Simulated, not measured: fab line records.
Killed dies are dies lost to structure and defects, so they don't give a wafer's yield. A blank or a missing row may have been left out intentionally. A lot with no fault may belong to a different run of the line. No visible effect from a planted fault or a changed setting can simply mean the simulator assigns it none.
Matching of chambers || flow n5 finfet || N5_BEOL_M10_PECVD_70 on pecvd-03: 3 sister chambers
The step deposits SiO2 from TEOS/O2, target thk 20 nm, time 22.7 s. 3 wafers are shown with their chamber, then 10 later ones without.

EACH WAFER AND ITS CHAMBER
{"wafer": "L088.1", "chamber": 0, "throttle valve pct (%)": 22.6}
{"wafer": "L088.4", "chamber": 1, "throttle valve pct (%)": 21.1}
{"wafer": "L088.5", "chamber": 2, "throttle valve pct (%)": 21.0}

WAFERS MISSING THEIR CHAMBER
{"wafer": "L088.6", "throttle valve pct (%)": 22.2}
{"wafer": "L087.3", "throttle valve pct (%)": 20.7}
{"wafer": "L087.4", "throttle valve pct (%)": 20.9}
{"wafer": "L087.5", "throttle valve pct (%)": 21.2}
{"wafer": "L094.2", "throttle valve pct (%)": 21.1}
{"wafer": "L094.3", "throttle valve pct (%)": 20.8}
{"wafer": "L094.4", "throttle valve pct (%)": 22.6}
{"wafer": "L096.1", "throttle valve pct (%)": 21.1}
{"wafer": "L096.3", "throttle valve pct (%)": 20.8}
{"wafer": "L096.5", "throttle valve pct (%)": 21.0}

WHICH CHAMBER EACH ONE RAN IN
{"wafer": "L088.6", "from the rows above": 0, "in truth": 0}
{"wafer": "L087.3", "from the rows above": "can't be placed: 2 or 1", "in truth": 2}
{"wafer": "L087.4", "from the rows above": "can't be placed: 2 or 1", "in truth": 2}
{"wafer": "L087.5", "from the rows above": "can't be placed: 1 or 2", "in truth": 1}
{"wafer": "L094.2", "from the rows above": "can't be placed: 1 or 2", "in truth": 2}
{"wafer": "L094.3", "from the rows above": "can't be placed: 2 or 1", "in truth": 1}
{"wafer": "L094.4", "from the rows above": 0, "in truth": 0}
{"wafer": "L096.1", "from the rows above": "can't be placed: 1 or 2", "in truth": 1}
{"wafer": "L096.3", "from the rows above": "can't be placed: 2 or 1", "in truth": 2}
{"wafer": "L096.5", "from the rows above": "can't be placed: 2 or 1", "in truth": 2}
Correctly placed: 2 of 10. Not placeable from these rows: 8 (in 8, the candidates include the true chamber). Wrongly placed: 0.
How it was worked out, from the rows above alone: a wafer's distance from a chamber is the root of the sum, over the readings, of the square of ((its reading less the chamber's mean) divided by the reading's scatter). The wafer belongs to the nearest chamber; if the next one is less than 2 further off, it can't be placed. A chamber's mean is the mean of its shown wafers. The scatter (one wafer shown for each chamber): square how far every hidden wafer sits from the nearest shown wafer, average those squares and take the square root.
